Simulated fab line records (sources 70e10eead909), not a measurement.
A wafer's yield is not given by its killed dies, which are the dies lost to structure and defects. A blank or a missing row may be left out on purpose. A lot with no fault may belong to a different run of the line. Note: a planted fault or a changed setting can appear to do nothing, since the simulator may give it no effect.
Chamber matching | flow nand-harc | cmp-02 running NHARC_A_M0_CMP_23: 4 sister chambers
The step polishes, t overpolish 20 s, target thk 113.75 nm. 4 wafers are shown with their chamber, then 10 later ones without.

WAFERS PAIRED WITH THEIR CHAMBERS
wafer  | chamber | motor-current-A (A)
L086.5 | 1       | 10.8
L086.6 | 0       | 10.3
L087.3 | 2       | 13.0
L087.4 | 3       | 12.0

WAFERS WITH NO CHAMBER GIVEN
wafer  | motor-current-A (A)
L087.6 | 10.8
L091.1 | 11.3
L091.2 | 13.0
L091.3 | 10.5
L089.3 | 10.7
L089.4 | 10.5
L089.6 | 11.1
L092.4 | 12.8
L092.5 | 10.9
L092.6 | 11.9

EACH ONE'S CHAMBER
wafer  | from the rows above     | in truth
L087.6 | 1                       | 1
L091.1 | can't be placed: 1 or 3 | 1
L091.2 | 2                       | 2
L091.3 | can't be placed: 0 or 1 | 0
L089.3 | can't be placed: 1 or 0 | 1
L089.4 | can't be placed: 0 or 1 | 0
L089.6 | 1                       | 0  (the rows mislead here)
L092.4 | 2                       | 2
L092.5 | 1                       | 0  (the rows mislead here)
L092.6 | 3                       | 3
Correctly placed: 4 of 10. Can't be placed from these rows: 4 (the true chamber is among the candidates in 4). Placed wrongly: 2.
How it was worked out, from the rows above alone: a wafer's distance from a chamber is the root of the sum, over the readings, of the square of ((its reading less the chamber's mean) divided by the reading's scatter). If the next closest chamber is less than 2 further off than the closest, the wafer can't be placed; otherwise it belongs to the closest. Each chamber's mean is taken over the wafers shown for it. The scatter: root of mean squared gap, hidden wafer to nearest shown wafer, with one shown wafer a chamber.
